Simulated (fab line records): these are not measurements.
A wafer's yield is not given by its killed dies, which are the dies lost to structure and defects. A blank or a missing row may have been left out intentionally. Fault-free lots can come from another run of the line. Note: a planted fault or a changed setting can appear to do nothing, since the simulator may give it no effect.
Lot-split experiment + flow n5Finfet + 21 wafers read across 7 lots, on a route 1938 steps long

## THE SPLIT
At N5_MOL_CONTACT_COAG_ETCH_67 (etches SOC in N2/H2, target depth 60 nm, overetch 21 nm, time 101.2 s), the setting sourceW was moved away from the recipe's 840 W on 7 of the 21 wafers read, by -10.0% to +14.5%. All remaining wafers had this setting at the recipe value.

The reading comes from the split's own step.

## THE READING
rfVppV, in V, at N5_MOL_CONTACT_COAG_ETCH_67 (etches SOC in N2/H2, target depth 60 nm, overetch 21 nm, time 101.2 s). On this fab line, fault-free wafers typically give 523.7 V with a standard deviation of 2.8 V.

| wafer  | tool, chamber at the split | sourceW as run, W | against the recipe | rfVppV, V | against lot-mates on the recipe |
|--------|----------------------------|-------------------|--------------------|-----------|---------------------------------|
| L075.1 | rieDiel-05, 1              | 840               | recipe             | 521.6     | -                               |
| L075.3 | rieDiel-05, 2              | 840               | recipe             | 528.4     | -                               |
| L075.4 | rieDiel-05, 3              | 907.8             | +8.1%              | 506.3     | -18.7                           |
| L079.1 | rieDiel-06, 1              | 883.2             | +5.1%              | 515.0     | -9.9                            |
| L079.3 | rieDiel-06, 2              | 840               | recipe             | 524.9     | -                               |
| L079.5 | rieDiel-06, 2              | 883.2             | +5.1%              | 514.9     | -10.0                           |
| L081.2 | rieDiel-04, 3              | 840               | recipe             | 525.0     | -                               |
| L081.4 | rieDiel-04, 2              | 962.2             | +14.5%             | 498.8     | -26.2                           |
| L081.6 | rieDiel-04, 1              | 962.2             | +14.5%             | 495.9     | -29.1                           |
| L083.1 | rieDiel-05, 1              | 755.6             | -10.0%             | 540.0     | +15.4                           |
| L083.4 | rieDiel-05, 3              | 840               | recipe             | 520.5     | -                               |
| L083.5 | rieDiel-05, 2              | 840               | recipe             | 528.7     | -                               |
| L085.1 | rieDiel-05, 3              | 840               | recipe             | 521.0     | -                               |
| L085.2 | rieDiel-05, 2              | 840               | recipe             | 528.2     | -                               |
| L085.6 | rieDiel-05, 1              | 840               | recipe             | 522.3     | -                               |
| L087.1 | rieDiel-04, 2              | 840               | recipe             | 520.7     | -                               |
| L087.2 | rieDiel-04, 0              | 840               | recipe             | 525.5     | -                               |
| L087.3 | rieDiel-04, 3              | 840               | recipe             | 524.9     | -                               |
| L097.1 | rieDiel-06, 2              | 777.6             | -7.4%              | 537.1     | +10.3                           |
| L097.3 | rieDiel-06, 1              | 840               | recipe             | 523.7     | -                               |
| L097.5 | rieDiel-06, 3              | 840               | recipe             | 529.9     | -                               |

FIT RESULTS
A straight line over all 21 wafers: rfVppV changes by -1.83 V for each +1% of sourceW; r = -0.97; the points scatter about the line by 2.9 V.
The same after taking each lot's own level away (the mean of its wafers on the recipe; 21 wafers): -1.82 V for each +1%; r = -0.97; scatter 2.8 V.
Per that fit: largest sourceW move, reading shift of 26 V.
The span of the lots' own levels, 523.70 to 526.80 V, comes to 1.1 times the standard deviation stated above.
Consequently the slope shifts little with the lot-to-lot level, the two slopes agreeing.
Check: -27.5 V against its lot-mates is what the line predicts for one of the wafers moved furthest among these (+14.5%) when that wafer is left out of the fit. Against them it came out at -26.2 V.
Tool readings at the split's step, against how far the setting was moved: rfVppV r = -0.97.

## FURTHER SPLITS ON THESE WAFERS
Other splits were also applied to these wafers ahead of the reading. Each is held against what the fit with the lots' levels taken away leaves over:
| other split on the same wafers      | wafers away from the commonest value | r with rfVppV (lot level and that fit taken away) |
|-------------------------------------|--------------------------------------|---------------------------------------------------|
| N5_MOL_CONTACT_COAG_ALD_27 timeS    | 13                                   | +0.05                                             |
| N5_MOL_CONTACT_COAG_COAT_76 spinRpm | 5                                    | -0.34                                             |

## FILE'S OWN FIT
rfVppV changes by -1.82 V for each +1% of sourceW, r = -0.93.
